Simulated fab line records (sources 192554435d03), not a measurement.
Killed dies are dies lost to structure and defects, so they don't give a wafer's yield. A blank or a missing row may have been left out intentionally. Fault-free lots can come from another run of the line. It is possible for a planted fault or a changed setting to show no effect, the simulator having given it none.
fab line records	flow n5_finfet
record: lots: 5	wafers: 15	last_day: 18
route steps=1938 shown BEOL_M7@1312
lots untouched by any fault: they come from a run of this same line in which no faults occurred
start_h: the number of hours between the record's first day and the start of the first shown wafer of the lot	wait_h: how many hours have passed since the lot's step before this one	" unchanged from the row above	L1.1+2: a single row standing in for several wafers	- no value, or no start given	* or withheld: withheld	< > ~ a bound
route shown NAME@n: a module of which the file shows steps, and the number in the route of the first	usual: the fault-free wafers' mean and standard deviation	same: alike in all rows	chamber/n: place in a boat	sites: readings site by site	_std_site: the standard deviation of these	_edge_site: the outer-site mean with the inner-site mean subtracted	radius_mm: how far each site lies from the wafer's centre	mask NAME#n: copy n	behind: the last tool/chamber to shape the wafer	hold: why the lot was held/for how many hours/how that ended	device: the n, p or np transistor that did not switch	end of line: the tests these same wafers got at the end of their route	where a step has no rows: the recipe by itself	killed: the dies lost at the first sort to structure and to defects; this is not the yield of the wafer	map: shows each die of a wafer: x if killed, . if not, _ if none is there
set.NAME: the setting that was run; set.NAME@STEP: the one run at that earlier step	model.NAME: the simulator's own value behind a step, which no gauge read
certain route steps with their lots: each step a table, each wafer a row
services: the hour from which a tool's chamber was out of use, counted from the record's first day as start_h (under 0 if before that day), plus the number of hours and why
== steps ==
step: N5_BEOL_M7_HM_STRIP_39
recipe: chemistry: peroxide_tin_strip	material: TiN	target_depth_a: 250	temp_c: 50	time_s: 158
step: N5_BEOL_M7_SRD_40
recipe: time_s: 30	temp_c: 23	rinse_liquid: diw	dry: ipa_marangoni
step: N5_BEOL_M7_PRECLEAN_42
recipe: chemistry: residue_remover	time_s: 60	temp_c: 40
step: N5_BEOL_M7_SRD_43
recipe: time_s: 30	temp_c: 23	rinse_liquid: diw	dry: ipa_marangoni
step: N5_BEOL_M7_CD_MEAS_35
recipe: target_cd_nm: 40	polarity: opening
usual: cd_nm: 40.0/0.59
lot.wafer	tool	chamber	start_h	wait_h	cd_nm
L425.2	cd_sem-01	-	214.13	0.0	40.4
L425.3	"	-	"	"	39.3
L425.5	"	-	"	"	39.5
L435.1	cd_sem-01	-	252.75	0.0	40.0
L435.4	"	-	"	"	40.5
L435.6	"	-	"	"	39.7
L443.1	cd_sem-02	-	310.17	0.0	40.5
L443.4	"	-	"	"	40.9
L443.6	"	-	"	"	39.7
L444.2	cd_sem-03	-	316.80	0.0	38.9
L444.3	"	-	"	"	39.9
L444.4	"	-	"	"	40.0
L446.3	cd_sem-03	-	353.60	0.0	40.1
L446.4	"	-	"	"	40.6
L446.6	"	-	"	"	40.1
step: N5_BEOL_M7_CURE_75
recipe: temp_c: 370	time_s: 120	ambient: DMADMS/He	material: SiCOH_lowk
usual: lamp_power_pct: 52.31/0.057	wafer_temp_C_max: 372.0/0.82
lot.wafer	tool	chamber	start_h	wait_h	lamp_power_pct	wafer_temp_C_max
L425.2	uv_cure-01	1	214.22	0.1	52.28	372.8
L425.3	"	1	"	"	52.32	372.9
L425.5	"	1	"	"	52.31	373.5
L435.1	uv_cure-02	1	252.83	0.1	52.41	372.2
L435.4	"	1	"	"	52.38	372.2
L435.6	"	1	"	"	52.40	372.6
L443.1	uv_cure-01	0	310.21	0.0	52.22	373.8
L443.4	"	0	"	"	52.28	372.8
L443.6	"	0	"	"	52.26	372.5
L444.2	uv_cure-03	2	316.90	0.1	52.36	371.5
L444.3	"	2	"	"	52.36	371.2
L444.4	"	2	"	"	52.33	371.5
L446.3	uv_cure-02	2	353.74	0.1	52.19	371.5
L446.4	"	2	"	"	52.27	370.7
L446.6	"	2	"	"	52.21	370.9
step: N5_BEOL_M7_DEGAS_44
recipe: ambient: vacuum	temp_c: 250	time_s: 60
usual: heater_power_w: 343/29
lot.wafer	tool	chamber	start_h	wait_h	heater_power_w
L425.2	pvd_sputter-02	-	214.57	0.3	304
L425.3	"	-	"	"	356
L425.5	"	-	"	"	365
L435.1	pvd_sputter-01	-	254.51	1.6	302
L435.4	"	-	"	"	361
L435.6	"	-	"	"	317
L443.1	pvd_sputter-03	-	311.86	1.6	331
L443.4	"	-	"	"	322
L443.6	"	-	"	"	323
L444.2	pvd_sputter-02	-	318.79	1.8	358
L444.3	"	-	"	"	391
L444.4	"	-	"	"	352
L446.3	pvd_sputter-02	-	353.99	0.2	395
L446.4	"	-	"	"	349
L446.6	"	-	"	"	396
step: N5_BEOL_M7_PRE_CLEAN_45
recipe: gas: H2/He	time_s: 30	temp_c: 250
step: N5_BEOL_M7_ALD_77
recipe: material: TaN	target_thk_a: 20	temp_c: 275	ald_precursor_family: PDMAT	ald_co_reactant: NH3	pressure_torr: 3	carrier_flow_sccm: 1500	pulse_time_s: 2	purge_time_s: 3	co_reactant_purge_time_s: 2	co_reactant_pulse_time_s: 3	ald_cycles: 40	precursor_vessel_temp_c: 75	precursor_vessel_pressure_torr: 26.25	precursor_vessel_carrier_sccm: 1000
usual: heater_power_w: 416/44	precursor_vessel_carrier_sccm: 1000/3.4
same: co_reactant_purge_time_s: 2
lot.wafer	tool	chamber	start_h	wait_h	heater_power_w	precursor_vessel_carrier_sccm
L425.2	ald_metal-04	1	214.78	0.2	420	1004
L425.3	"	2	"	"	345	997
L425.5	"	1	"	"	425	1001
L435.1	ald_metal-01	3	254.61	0.0	423	1001
L435.4	"	1	"	"	374	997
L435.6	"	3	"	"	416	996
L443.1	ald_metal-04	1	312.06	0.1	421	999
L443.4	"	0	"	"	462	1004
L443.6	"	2	"	"	337	1001
L444.2	ald_metal-03	1	318.89	0.0	467	1003
L444.3	"	2	"	"	365	999
L444.4	"	0	"	"	428	994
L446.3	ald_metal-04	2	354.12	0.1	347	1001
L446.4	"	0	"	"	466	998
L446.6	"	2	"	"	344	995
step: N5_BEOL_M7_SURFACE_TREAT_79
recipe: gas: Ar	time_s: *	ion_energy_ev: *	ion_current_ma_cm2: 0.5	pressure_mtorr: *	ar_flow_sccm: 30
usual: throttle_valve_pct: *
lot.wafer	tool	chamber	start_h	wait_h	throttle_valve_pct
L425.2	pvd_sputter-03	-	215.11	0.2	*
L425.3	"	-	"	"	*
L425.5	"	-	"	"	*
L435.1	pvd_sputter-01	-	255.01	0.3	*
L435.4	"	-	"	"	*
L435.6	"	-	"	"	*
L443.1	pvd_sputter-03	-	312.40	0.2	*
L443.4	"	-	"	"	*
L443.6	"	-	"	"	*
L444.2	pvd_sputter-02	-	319.39	0.4	*
L444.3	"	-	"	"	*
L444.4	"	-	"	"	*
L446.3	pvd_sputter-01	-	354.40	0.2	*
L446.4	"	-	"	"	*
L446.6	"	-	"	"	*
step: N5_BEOL_M7_CVD_78
recipe: material: Co	target_thk_a: 20	temp_c: withheld	precursor: CCTBA/H2	pressure_torr: 30	time_s: 142.3
step: N5_BEOL_M7_SPUTTER_48
recipe: material: Cu	target_thk_a: 100	temp_c: -20	bias_v: 60	power_w: 26000	chamber_pressure_pa: 0.13	time_s: 1.667
usual: cathode_dc_power_W: 26000/5.2	chuck_sensor_temp_C: -15.8/0.51	throttle_valve_pct: 30.2/1.1
lot.wafer	tool	chamber	start_h	wait_h	cathode_dc_power_W	chuck_sensor_temp_C	throttle_valve_pct
L425.2	pvd_sputter-02	-	216.97	1.6	25996	-16.4	28.7
L425.3	"	-	"	"	26008	-14.9	28.0
L425.5	"	-	"	"	25996	-16.4	28.9
L435.1	pvd_sputter-01	-	255.25	0.1	25999	-16.3	30.0
L435.4	"	-	"	"	26006	-15.6	31.0
L435.6	"	-	"	"	26000	-15.6	30.7
L443.1	pvd_sputter-01	-	312.86	0.1	25989	-15.8	32.2
L443.4	"	-	"	"	26002	-15.6	29.7
L443.6	"	-	"	"	26000	-16.2	29.7
L444.2	pvd_sputter-01	-	319.76	0.2	26003	-15.5	32.2
L444.3	"	-	"	"	26001	-15.5	30.9
L444.4	"	-	"	"	26001	-15.5	29.9
L446.3	pvd_sputter-03	-	356.20	1.4	25994	-16.9	30.6
L446.4	"	-	"	"	25999	-15.2	29.7
L446.6	"	-	"	"	25999	-15.2	29.8
step: N5_BEOL_M7_ECD_50
recipe: material: Cu	target_thk_a: 3000
lot.wafer	tool	chamber	start_h	wait_h	model.Cu_of_BEOL_M7_ECD_50.thk_nm
L425.2	ecd_cu-01	1	217.09	0.1	297.4
L425.3	"	0	"	"	295.2
L425.5	"	0	"	"	292.8
L435.1	ecd_cu-02	1	255.37	0.1	305.2
L435.4	"	0	"	"	300.8
L435.6	"	0	"	"	159.2
L443.1	ecd_cu-01	1	312.97	0.1	303.4
L443.4	"	1	"	"	303.6
L443.6	"	1	"	"	302.4
L444.2	ecd_cu-01	0	319.87	0.1	302.2
L444.3	"	1	"	"	297.8
L444.4	"	0	"	"	298.6
L446.3	ecd_cu-02	0	356.34	0.1	299.8
L446.4	"	1	"	"	301.6
L446.6	"	0	"	"	297.2
step: N5_BEOL_M7_ANNEAL_51
recipe: temp_c: 225	time_s: 90	ambient: N2
step: N5_BEOL_M7_CMP_52
recipe: stop_on: SiCOH_lowk	t_overpolish_s: 6.9	down_force_psi: 1	platen_rpm: 50	clearing_platen_down_force_psi: 1.5	clearing_platen_rpm: 50	post_cmp_clean: cu_alkaline	target_thk_nm: 80	clearing_platen_pad_velocity_m_s: 0.99484	pad_velocity_m_s: 0.99484
usual: clearing_platen_down_force_psi: 1.500/0.0031	motor_current_A: 6.1/0.71	time_to_endpoint_s: 62.4/2.7
lot.wafer	tool	chamber	start_h	wait_h	clearing_platen_down_force_psi	motor_current_A	time_to_endpoint_s
L425.3	cmp-01	3	217.73	0.2	1.497	6.9	56.3
L425.2	"	0	"	"	1.503	5.5	61.7
L425.5	"	2	"	"	1.500	7.1	58.7
L435.4	cmp-04	2	255.85	0.2	1.500	6.3	65.8
L435.1	"	3	"	"	1.498	6.5	63.2
L435.6	"	0	"	"	1.499	7.0	35.3
L443.4	cmp-04	3	313.54	0.1	1.497	6.8	61.4
L443.1	"	2	"	"	1.501	5.7	63.2
L443.6	"	3	"	"	1.498	6.4	65.6
L444.3	cmp-04	0	320.30	0.2	1.498	7.1	65.0
L444.2	"	1	"	"	1.498	6.2	64.2
L444.4	"	2	"	"	1.507	6.0	62.1
L446.3	cmp-02	3	356.86	0.2	1.498	5.3	64.0
L446.4	"	1	"	"	1.493	5.1	64.6
L446.6	"	2	"	"	1.501	5.1	60.2
step: N5_BEOL_M7_THK_MEAS_53
recipe: thk_meas_gauge: xrf	reads: Cu_of_BEOL_M7_ECD_50
usual: M7_THK: 79.4/1.8
lot.wafer	tool	chamber	start_h	wait_h	M7_THK[nm]
L425.2	film_metro-02	-	217.95	-	78.8
L425.3	"	-	"	"	75.8
L425.5	"	-	"	"	76.0
L435.1	film_metro-01	-	256.06	-	78.8
L435.4	"	-	"	"	77.4
L435.6	"	-	"	"	79.7
L443.1	film_metro-02	-	313.84	-	82.8
L443.4	"	-	"	"	82.2
L443.6	"	-	"	"	81.6
L444.2	film_metro-02	-	320.56	-	78.5
L444.3	"	-	"	"	81.0
L444.4	"	-	"	"	81.2
L446.3	film_metro-01	-	357.13	0.2	79.8
L446.4	"	-	"	"	84.2
L446.6	"	-	"	"	79.2
== services ==
tool	chamber	start_h	hours	kind
uv_cure-03	-	190.25	5.0	pm
ald_metal-04	3	197.15	26.5	repair
cmp-04	-	227.87	4.1	pm
ald_metal-04	0	239.27	-	calibration
cmp-01	-	240.40	0.8	repair
cmp-04	-	249.13	2.6	repair
uv_cure-03	-	256.83	2.1	pm
cmp-01	-	262.66	2.6	repair
cmp-01	-	269.90	1.7	repair
cmp-04	-	300.89	0.4	repair
pvd_sputter-02	-	310.46	4.5	repair
ald_metal-03	-	320.93	14.6	pm
pvd_sputter-02	-	324.98	1.7	repair
cmp-04	-	325.59	4.0	pm
uv_cure-02	-	325.66	7.5	pm
cmp-04	-	329.59	-	consumable_replace:conditioner
pvd_sputter-03	-	330.58	2.5	repair
ecd_cu-02	-	333.04	6.2	pm
pvd_sputter-03	-	333.25	7.2	repair
ald_metal-03	-	337.25	14.0	pm
uv_cure-03	-	340.72	1.1	repair
uv_cure-02	-	342.73	1.0	pm
pvd_sputter-02	-	343.85	3.3	repair
cmp-01	-	351.43	0.8	repair
== key ==
first_sign: step: N5_BEOL_M7_CMP_52	reading: time_to_endpoint_s	direction: down	sigmas: 10	usual: *	struck: *
effect none on later readings
model_effect: step: N5_BEOL_M7_ECD_50	value: Cu_of_BEOL_M7_ECD_50.thk_nm	without: 307.2	struck: 159.2
met_at N5_BEOL_M7_ECD_50
struck_wafers L435.6
fault: kind: process_parameter_drift	tool: ecd_cu-02	chamber: -	onset_h: 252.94	steps: N5_BEOL_M7_ECD_50	channel: target_thk_a	offset: *	shape: step	end_h: 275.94	scope: struck_wafers_only	acts_in: *	stated: *
